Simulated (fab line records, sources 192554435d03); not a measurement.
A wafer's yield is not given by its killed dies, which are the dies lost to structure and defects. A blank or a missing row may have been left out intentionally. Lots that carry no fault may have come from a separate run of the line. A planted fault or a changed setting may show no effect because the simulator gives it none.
Which tool is to blame? | flow n5_finfet | 24 lots with 72 wafers sampled at 2 steps, on a route of 1938 steps

## WHAT THE GAUGES SHOWED, per wafer
N5_BEOL_M3_THK_MEAS_01. Usual: M3_ILD_THK gives 79.1 nm (standard deviation 1.1).
lot  | measured     | on            | M3_ILD_THK (nm) | flag
L074 | day 8 06:02  | film_metro-01 | 77.3 79.9 79.1  |
L075 | day 8 12:19  | film_metro-01 | 77.0 79.9 78.8  |
L076 | day 8 13:04  | film_metro-02 | 79.1 78.9 79.3  |
L077 | day 8 14:15  | film_metro-01 | 77.9 78.4 79.7  |
L079 | day 8 15:35  | film_metro-02 | 77.8 79.4 79.5  |
L080 | day 8 15:49  | film_metro-02 | 77.8 80.2 79.4  |
L078 | day 8 20:43  | film_metro-02 | 79.2 80.0 80.7  |
L081 | day 8 22:56  | film_metro-02 | 77.8 79.1 78.6  |
L082 | day 9 01:22  | film_metro-02 | 78.3 81.5 79.8  |
L084 | day 9 12:49  | film_metro-02 | 78.1 78.3 79.5  |
L083 | day 9 12:53  | film_metro-01 | 77.2 79.7 80.3  |
L085 | day 9 18:24  | film_metro-01 | 77.7 78.5 79.4  |
L086 | day 10 06:01 | film_metro-01 | 78.5 77.8 78.3  |
L087 | day 11 06:31 | film_metro-01 | 78.4 80.3 77.3  |
L088 | day 11 06:54 | film_metro-01 | 79.9 79.3 77.5  |
L089 | day 11 11:06 | film_metro-02 | 78.8 78.4 82.6  |
L090 | day 11 11:33 | film_metro-01 | 78.0 78.6 80.0  |
L091 | day 12 04:45 | film_metro-01 | 79.2 78.8 79.7  |
L092 | day 12 08:02 | film_metro-01 | 78.3 78.6 79.7  |
L093 | day 12 08:16 | film_metro-01 | 77.7 78.1 79.9  |
L094 | day 12 08:31 | film_metro-02 | 79.2 80.1 80.4  |
L095 | day 12 15:06 | film_metro-02 | 80.6 79.2 79.8  |
L097 | day 12 18:56 | film_metro-01 | 78.6 77.3 79.4  |
L096 | day 12 19:49 | film_metro-01 | 79.2 78.7 80.0  |

N5_BEOL_M3_CD_MEAS_11 targets a cd of 17.05 nm. Usual: 17.11 nm for cd_nm, sd 0.23.
lot  | measured     | on        | cd_nm (nm)        | flag
L074 | day 8 08:34  | cd_sem-02 | 17.21 16.65 17.01 |
L075 | day 8 12:55  | cd_sem-03 | 17.04 17.28 16.80 |
L076 | day 8 15:30  | cd_sem-01 | 16.60 16.77 17.17 |
L077 | day 8 15:40  | cd_sem-03 | 17.03 17.20 16.85 |
L079 | day 8 16:11  | cd_sem-01 | 16.82 17.47 17.36 |
L080 | day 8 16:26  | cd_sem-01 | 17.44 17.20 16.98 |
L078 | day 8 21:53  | cd_sem-01 | 17.30 17.29 17.13 |
L081 | day 9 01:11  | cd_sem-03 | 17.21 17.13 17.52 |
L082 | day 9 01:59  | cd_sem-02 | 16.98 16.92 16.99 |
L084 | day 9 14:53  | cd_sem-03 | 16.78 16.81 16.94 |
L083 | day 9 15:03  | cd_sem-01 | 17.01 17.20 17.29 |
L085 | day 9 20:14  | cd_sem-03 | 16.69 17.27 16.65 |
L086 | day 10 08:33 | cd_sem-01 | 17.25 17.11 16.83 |
L087 | day 11 07:59 | cd_sem-03 | 17.03 17.14 17.59 |
L088 | day 11 08:01 | cd_sem-02 | 17.07 17.12 17.43 |
L089 | day 11 13:26 | cd_sem-03 | 17.10 17.41 17.02 |
L090 | day 11 13:39 | cd_sem-02 | 17.27 16.97 16.85 |
L091 | day 12 05:22 | cd_sem-03 | 17.60 17.19 17.25 |
L092 | day 12 10:40 | cd_sem-02 | 17.50 17.03 16.88 |
L093 | day 12 10:45 | cd_sem-02 | 17.04 16.99 16.95 |
L094 | day 12 10:58 | cd_sem-02 | 16.91 16.95 17.08 |
L095 | day 12 16:08 | cd_sem-01 | 17.31 17.29 17.23 |
L097 | day 12 20:40 | cd_sem-03 | 17.09 17.13 17.24 |
L096 | day 12 21:07 | cd_sem-03 | 17.50 17.10 16.86 |

## WHAT TOOL EACH LOT RAN ON (gives the tool, then ch and the chambers of the sampled wafers, and finally the start)
Record: no process step prior to these readings.

## WHAT THE TOOLS THEMSELVES READ (means of the sampled wafers that have a number; where no wafer has one, the mark that the record gives instead)
The record holds no such reading with a usual standard deviation.

## THE ANSWER, worked out from the rows above alone
Rule: a lot is off if the mean of its wafers that have a number lies more than 3 standard deviations from the usual mean. A lot without any number at a reading at which 4 lots or more have one is off too. All remaining lots with rows at the step are treated as sound. The gauges are gone through in route order, then the tools' own readings, and for those a lot's mean is taken as printed above. The first step at which some lot is off is used, and at that step the reading that is off furthest; a lot without a number counts as furthest.
None of the lots is off at any reading shown; this tells nothing.

## WHAT THE SIMULATOR HAD PUT IN
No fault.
